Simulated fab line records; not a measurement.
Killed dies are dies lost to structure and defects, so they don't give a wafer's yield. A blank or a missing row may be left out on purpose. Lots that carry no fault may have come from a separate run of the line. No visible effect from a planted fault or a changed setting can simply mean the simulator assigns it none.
Chamber matching	flow n5-finfet	rie-diel-03 running N5_SDB_ETCH_18: 4 sister chambers
The step etches SOC in N2/H2, target depth 100 nm, overetch 20 nm, time 150 s. 14 wafers are shown with their chamber, then 7 later ones without.

## WAFERS WITH THEIR CHAMBER
wafer	chamber	drypump-motor-current-A (A)	showerhead-plenum-p-Torr (Torr)	rf-vpp-V (V)
L080.1	1	5.8	2.41	518.8
L080.2	2	6.6	2.71	528.8
L080.6	3	5.5	2.63	524.5
L081.1	3	5.6	2.62	527.6
L081.3	0	5.6	2.61	525.6
L081.4	1	5.8	2.41	520.4
L091.4	3	5.5	2.62	524.9
L091.5	1	5.8	2.41	521.5
L091.6	0	5.6	2.60	525.6
L093.2	0	5.6	2.60	525.4
L093.4	3	5.5	2.62	525.8
L093.5	0	5.6	2.60	526.9
L095.2	2	6.6	2.69	529.0
L095.3	0	5.6	2.60	526.9

SIGNATURES (means of the wafers above)
reading	chamber 0	chamber 1	chamber 2	chamber 3	scatter within a chamber
drypump-motor-current-A	5.600	5.800	6.600	5.525	0.0274
showerhead-plenum-p-Torr	2.6020	2.4100	2.7000	2.6225	0.00596
rf-vpp-V	526.080	520.233	528.900	525.700	1.08
Rule: distance of a wafer from a chamber = root of the sum over the readings of ((wafer's reading minus chamber's mean) / reading's scatter) squared. The wafer belongs to the nearest chamber; if the next one is less than 2 further off, it can't be placed. The scatter is the square root of a quotient: the sum, over the shown wafers, of each reading's squared deviation from its chamber's mean, divided by wafers minus chambers.

## WAFERS MISSING THEIR CHAMBER
wafer	drypump-motor-current-A (A)	showerhead-plenum-p-Torr (Torr)	rf-vpp-V (V)
L095.6	5.5	2.61	527.1
L096.3	6.6	2.69	527.1
L096.4	5.6	2.60	526.5
L096.6	6.6	2.69	527.6
L097.3	5.8	2.72	529.8
L097.4	5.6	2.60	525.4
L097.5	6.6	2.69	528.5

## WHICH CHAMBER EACH ONE RAN IN
wafer	from the rows above	in truth
L095.6	can't be placed: 3 or 0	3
L096.3	2	2
L096.4	0	0
L096.6	2	2
L097.3	can't be placed: 3 or 0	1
L097.4	0	0
L097.5	2	2
Correctly placed: 5 of 7. Cannot be placed on the basis of these rows: 2; the candidates contain the true chamber in 1. Wrongly placed: 0.
